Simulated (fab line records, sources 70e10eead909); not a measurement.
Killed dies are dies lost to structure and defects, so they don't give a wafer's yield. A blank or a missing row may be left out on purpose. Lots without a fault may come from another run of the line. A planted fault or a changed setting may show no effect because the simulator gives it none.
Which tool did it? | flow nand_harc | 6 lots, 18 wafers sampled, at 2 steps of a route of 1302

WHAT THE GAUGES READ, wafer by wafer
NHARC_P_STI_INSPECT_11.
lot  | measured     | on                | raw_defect_count
L890 | day 4 03:04  | defect_inspect-01 | 13 2 11
L893 | day 5 10:34  | defect_inspect-02 | 7 7 9
L895 | day 6 09:17  | defect_inspect-02 | 5 5 6
L899 | day 7 20:03  | defect_inspect-01 | 4 5 2
L904 | day 9 21:40  | defect_inspect-01 | 5 4 10
L906 | day 10 18:10 | defect_inspect-01 | 5 2 7

WHICH TOOL RAN EACH LOT (tool, then ch and the chambers of the sampled wafers, then the start)
lot  | NHARC_P_STI_OXIDE_29
L890 | furnace-06 ch 0, day 3 15:37
L893 | furnace-06 ch 0, day 4 23:14
L895 | furnace-08 ch 0, day 5 18:35
L899 | furnace-08 ch 0, day 7 08:42
L904 | furnace-08 ch 0, day 9 10:20
L906 | furnace-07 ch 0, day 10 06:42
- NHARC_P_STI_OXIDE_29: material SiO2, target thk 10 nm, ox time 1362 s.

THE ANSWER, worked out from the rows above alone
Rule: what is usual is taken from the lots themselves. Put in order of their means at a reading, lots are off if they are a third of the lots or fewer, leave a main group of 4 or more, and stand apart from it by a gap of 3 or more times the standard deviation of the main group's means; of several such gaps the widest counts. A main group whose means are all the same, to the digits that the tables above print for the reading, isn't used. A lot without any number at a reading at which 4 lots or more have one is off too. The other lots that the step has rows for count as sound.
No lot is off at any reading shown: from this, nothing can be told.

WHAT THE SIMULATOR HAD PUT IN
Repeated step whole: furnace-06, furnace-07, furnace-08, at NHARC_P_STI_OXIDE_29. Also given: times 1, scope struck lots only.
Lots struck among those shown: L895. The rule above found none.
